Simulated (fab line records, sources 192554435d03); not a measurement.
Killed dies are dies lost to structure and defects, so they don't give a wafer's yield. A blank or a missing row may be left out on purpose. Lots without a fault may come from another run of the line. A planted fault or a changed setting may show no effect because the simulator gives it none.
Split-lot experiment | flow n5_finfet | 7 lots, 39 wafers read, on a route of 1938 steps

THE SPLIT
At N5_FIN_SAQP_ETCH_52 (etches SOC in N2/H2, target depth 100 nm, overetch 20 nm, time 150 s), the setting source_w was moved away from the recipe's 840 W on 12 of the 39 wafers read, by -14.7% to +17.7%. The other wafers ran this setting at the recipe's value.

The reading is taken at the split's own step.

THE READING
rf_vpp_V, in V, at N5_FIN_SAQP_ETCH_52 (etches SOC in N2/H2, target depth 100 nm, overetch 20 nm, time 150 s). Fault-free wafers of this fab line usually give 523.5 V, standard deviation 1.8 V.

wafer  | tool, chamber at the split | source_w as run, W | against the recipe | rf_vpp_V, V | against lot-mates on the recipe
L077.1 | rie_diel-03, 3             | 840                | recipe             | 524.3       | -
L077.2 | rie_diel-03, 2             | 840                | recipe             | 525.3       | -
L077.3 | rie_diel-03, 0             | 840                | recipe             | 525.3       | -
L077.4 | rie_diel-03, 1             | 941.1              | +12.0%             | 507.0       | -18.0
L077.5 | rie_diel-03, 3             | 941.1              | +12.0%             | 503.9       | -21.1
L077.6 | rie_diel-03, 2             | 941.1              | +12.0%             | 506.1       | -18.9
L082.1 | rie_diel-03, 1             | 840                | recipe             | 525.1       | -
L082.2 | rie_diel-03, 2             | 840                | recipe             | 525.2       | -
L082.3 | rie_diel-03, 3             | 840                | recipe             | 523.5       | -
L082.4 | rie_diel-03, 0             | 840                | recipe             | 524.0       | -
L082.5 | rie_diel-03, 3             | 840                | recipe             | 524.0       | -
L082.6 | rie_diel-03, 0             | 840                | recipe             | 524.3       | -
L088.1 | rie_diel-04, 2             | 840                | recipe             | 521.8       | -
L088.4 | rie_diel-04, 1             | 840                | recipe             | 522.7       | -
L088.5 | rie_diel-04, 0             | 840                | recipe             | 524.2       | -
L089.1 | rie_diel-04, 1             | 986.6              | +17.5%             | 494.9       | -26.9
L089.2 | rie_diel-04, 3             | 986.6              | +17.5%             | 493.8       | -28.0
L089.3 | rie_diel-04, 2             | 840                | recipe             | 520.3       | -
L089.4 | rie_diel-04, 0             | 840                | recipe             | 524.7       | -
L089.5 | rie_diel-04, 3             | 840                | recipe             | 520.5       | -
L089.6 | rie_diel-04, 2             | 986.6              | +17.5%             | 494.3       | -27.5
L095.1 | rie_diel-04, 1             | 840                | recipe             | 522.2       | -
L095.2 | rie_diel-04, 2             | 840                | recipe             | 521.9       | -
L095.3 | rie_diel-04, 0             | 840                | recipe             | 524.0       | -
L095.4 | rie_diel-04, 3             | 840                | recipe             | 519.5       | -
L095.5 | rie_diel-04, 3             | 840                | recipe             | 522.2       | -
L095.6 | rie_diel-04, 0             | 840                | recipe             | 523.5       | -
L096.1 | rie_diel-03, 2             | 716.7              | -14.7%             | 553.1       | +29.4
L096.2 | rie_diel-03, 0             | 840                | recipe             | 523.5       | -
L096.3 | rie_diel-03, 1             | 716.7              | -14.7%             | 553.0       | +29.3
L096.4 | rie_diel-03, 3             | 716.7              | -14.7%             | 551.7       | +28.0
L096.5 | rie_diel-03, 3             | 840                | recipe             | 522.2       | -
L096.6 | rie_diel-03, 0             | 840                | recipe             | 525.4       | -
L097.1 | rie_diel-01, 3             | 988.3              | +17.7%             | 499.3       | -24.4
L097.2 | rie_diel-01, 2             | 988.3              | +17.7%             | 494.7       | -29.0
L097.3 | rie_diel-01, 1             | 840                | recipe             | 523.5       | -
L097.4 | rie_diel-01, 0             | 840                | recipe             | 520.3       | -
L097.5 | rie_diel-01, 0             | 988.3              | +17.7%             | 491.7       | -32.0
L097.6 | rie_diel-01, 3             | 840                | recipe             | 527.3       | -

THE FIT
A straight line over all 39 wafers: rf_vpp_V changes by -1.71 V for each +1% of source_w; r = -0.99; the points scatter about the line by 2.3 V.
The same after taking each lot's own level away (the mean of its wafers on the recipe; 39 wafers): -1.7 V for each +1%; r = -0.99; scatter 2 V.
On that fit, the largest move of source_w shifts the reading by 30 V.
The lots' own levels span 521.83 to 524.97 V, that is 1.7 times the standard deviation above.
So the lot-to-lot level changes the slope little: the two slopes agree.
Check: with one of the wafers moved furthest among these (+17.7%) left out of the fit, the line predicts -30 V for it against its lot-mates. It came out at -24.4 V against them.
Tool readings at the split's step, against how far the setting was moved: rf_vpp_V r = -0.99.

THE FILE'S OWN FIT
rf_vpp_V changes by -1.68 V for each +1% of source_w, r = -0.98.
